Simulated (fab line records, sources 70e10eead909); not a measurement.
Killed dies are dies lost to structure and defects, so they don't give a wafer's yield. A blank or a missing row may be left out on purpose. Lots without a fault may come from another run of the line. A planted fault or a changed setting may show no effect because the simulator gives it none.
Chamber matching | flow nand_harc | NHARC_A_SGD_CUT_DEP_00 on pecvd-03: 3 sister chambers
The step deposits SiNx, target thk 50 nm. 6 wafers are shown with their chamber, then 9 later ones without.

WAFERS WITH THEIR CHAMBER
wafer  | chamber | heater_power_outer_w (W) | heater_power_w (W)
L086.2 | 2       | 540                      | 882
L086.3 | 1       | 384                      | 685
L086.5 | 0       | 457                      | 764
L085.1 | 2       | 471                      | 787
L085.5 | 1       | 474                      | 828
L085.6 | 0       | 419                      | 721

WAFERS WITHOUT THEIR CHAMBER
wafer  | heater_power_outer_w (W) | heater_power_w (W)
L087.2 | 478                      | 827
L087.3 | 446                      | 752
L087.5 | 541                      | 871
L095.3 | 433                      | 733
L095.5 | 433                      | 744
L095.6 | 523                      | 856
L094.1 | 422                      | 750
L094.3 | 436                      | 727
L094.5 | 433                      | 757

WHICH CHAMBER EACH WENT THROUGH
wafer  | from the rows above          | in truth
L087.2 | can't be placed: 2 or 1 or 0 | 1
L087.3 | can't be placed: 0 or 1 or 2 | 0
L087.5 | can't be placed: 2 or 0 or 1 | 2
L095.3 | can't be placed: 0 or 1 or 2 | 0
L095.5 | can't be placed: 0 or 1 or 2 | 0
L095.6 | can't be placed: 2 or 0 or 1 | 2
L094.1 | can't be placed: 1 or 0 or 2 | 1
L094.3 | can't be placed: 0 or 1 or 2 | 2
L094.5 | can't be placed: 1 or 0 or 2 | 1
Placed correctly: 0 of 9. Can't be placed from these rows: 9 (the true chamber is among the candidates in 9). Placed wrongly: 0.
How it was worked out, from the rows above alone: a wafer's distance from a chamber is the root of the sum, over the readings, of the square of ((its reading less the chamber's mean) divided by the reading's scatter). The wafer belongs to the nearest chamber; if the next one is less than 2 further off, it can't be placed. A chamber's mean is the mean of its shown wafers. The scatter: the root of (the sum of the squares of (reading less its chamber's mean) over the shown wafers, divided by (wafers less chambers)).
